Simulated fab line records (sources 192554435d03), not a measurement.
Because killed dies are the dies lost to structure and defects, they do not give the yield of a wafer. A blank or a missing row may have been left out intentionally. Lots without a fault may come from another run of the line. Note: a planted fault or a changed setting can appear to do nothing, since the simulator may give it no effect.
Struck lot and sound lot, side by side | flow n5Finfet | 15 steps out of a route of 1938
Sound: the wafers L493.1, L493.4, L493.5. Wafers struck: L500.1, L500.4, L500.6. Last of all comes the cause.
Order at every step that has rows: each side's tool, ch and its chambers, its first start. Under that, the readings that differ: sound wafers | struck wafers | difference of the means | sigmas: that difference in standard deviations of wafers without a fault.
alike: a reading whose means differ by less than 2 such deviations, as well as words and numbers matching on both sides. not compared: withheld readings; readings where some wafer has no value; bounds like >300 that might hide an equal value; numbers whose values overlap and for which the record gives no deviation.
A row with sigmas, a row that says differs or no value, or rows on one side alone: a step with any of these is where the two part. When numbers do not overlap yet have no deviation, they are printed without sigmas and do not part them. A reading missing from all wafers of one side parts the sides only when that side holds two or more wafers.

N5_BEOL_M10_ANNEAL_51: time 90 s.
  sound on rtpAnneal-01 ch 0, day 11 19:56; struck on rtpAnneal-02 ch 0, day 13 16:14
  alike: wafer_temp_C_max
N5_BEOL_M10_CMP_52: polishes, stops on SiCOH lowk, t overpolish 7 s, target thk 140 nm.
  sound on cmp-02 ch 0,2, day 11 20:16; struck on cmp-01 ch 1,2,3, day 13 16:37
  alike: barrierFieldEndpointS, motorCurrentA, overpolishRunS, slurryFilterDpKPa, timeToEndpointS
N5_BEOL_M10_THK_MEAS_53: measures by xrf.
  struck on filmMetro-01, day 13 16:50; sound on filmMetro-01, day 11 20:31
reading      | sound             | struck            | difference | sigmas
M10_THK (nm) | 140.6 138.5 137.5 | 133.9 133.1 134.6 | -5.0       | -2
then, 1 step without rows for these wafers: N5_BEOL_M10_PRE_CLEAN_55 (time 15 s).
N5_BEOL_M10_DEP_56: deposits SiCN from 3MS/NH3, target thk 15 nm, time 26.5 s.
  sound on pecvd-03 ch 0,1, day 11 20:35; struck on pecvd-02 ch 0,1,2, day 13 16:54
  alike: chamberPressureTorr, showerheadPlenumPTorr, throttleValvePct
N5_BEOL_M10_RS_MEAS_57: the measuring method here is four-point-probe.
  struck on filmMetro-02, day 13 16:58; sound on filmMetro-01, day 11 20:40
  alike: M10_RS
N5_BEOL_M10_INSPECT_58: inspects for defects (darkfield).
  struck on defectInspect-01, day 13 17:00; sound on defectInspect-01, day 11 20:41
  alike: rawDefectCount
then, 2 steps without rows for these wafers: N5_BEOL_M11_ILD_DEP_00 (deposits SiCOH lowk from DEMS/porogen, target thk 308.51 nm, time 58 s); N5_BEOL_M11_CURE_71 (cures SiCOH lowk, time 240 s).
N5_BEOL_M11_THK_MEAS_01:
  struck on filmMetro-01, day 13 17:38; sound on filmMetro-02, day 11 21:19
  alike: M11_ILD_THK
N5_BEOL_M11_PECVD_70: deposits SiO2 from TEOS/O2, target thk 20 nm, time 22.7 s.
  sound on pecvd-04 ch 0,1,2, day 11 21:21; struck on pecvd-03 ch 1,2, day 13 17:40
  alike: chamberPressureTorr, heaterPowerW, showerheadPlenumPTorr, throttleValvePct
N5_BEOL_M11_HM_DEP_02: deposits TiN, target thk 20 nm.
  struck on pvdSputter-02, day 13 19:35; sound on pvdSputter-03, day 11 21:25
  alike: throttleValvePct
N5_BEOL_M11_COAT_59: time 60 s, resist thk 100 nm.
  sound on lithoTrack-01 ch 0, day 11 21:32; struck on lithoTrack-02 ch 0, day 13 19:43
reading               | sound                | struck               | difference | sigmas
heaterPowerTotalW (W) | 501.9 497.7 500.1    | 494.1 490.7 493.7    | -7.1       | -4
plateTempC (C)        | 250.02 250.17 250.05 | 246.92 246.58 246.64 | -3.37      | -20
then, 1 step without rows for these wafers: N5_BEOL_M11_COAT_60 (time 60 s, resist thk 30 nm).
N5_PASSIVATION_PROBE_49:
  struck on prober-02, day 15 17:40; sound on prober-02, day 13 21:19
reading     | sound    | struck   | difference | sigmas
killedShort | 42 40 45 | 21 29 31 | -15        | -2
  alike: defectLimitedYield, killed_at_M0_to_M3, killed_at_M4_up, killedAtContacts, killedAtFrontEnd, killedAtOther, killedDies, killedOnRim, killedOpen, sort_bin_5_function, sort_bin_6_memory, sortNPass, sortYieldPct

WHERE THEY PART
First at N5_BEOL_M10_THK_MEAS_53; last, within this record, at N5_PASSIVATION_PROBE_49.

WHY: what had been put in by the simulator
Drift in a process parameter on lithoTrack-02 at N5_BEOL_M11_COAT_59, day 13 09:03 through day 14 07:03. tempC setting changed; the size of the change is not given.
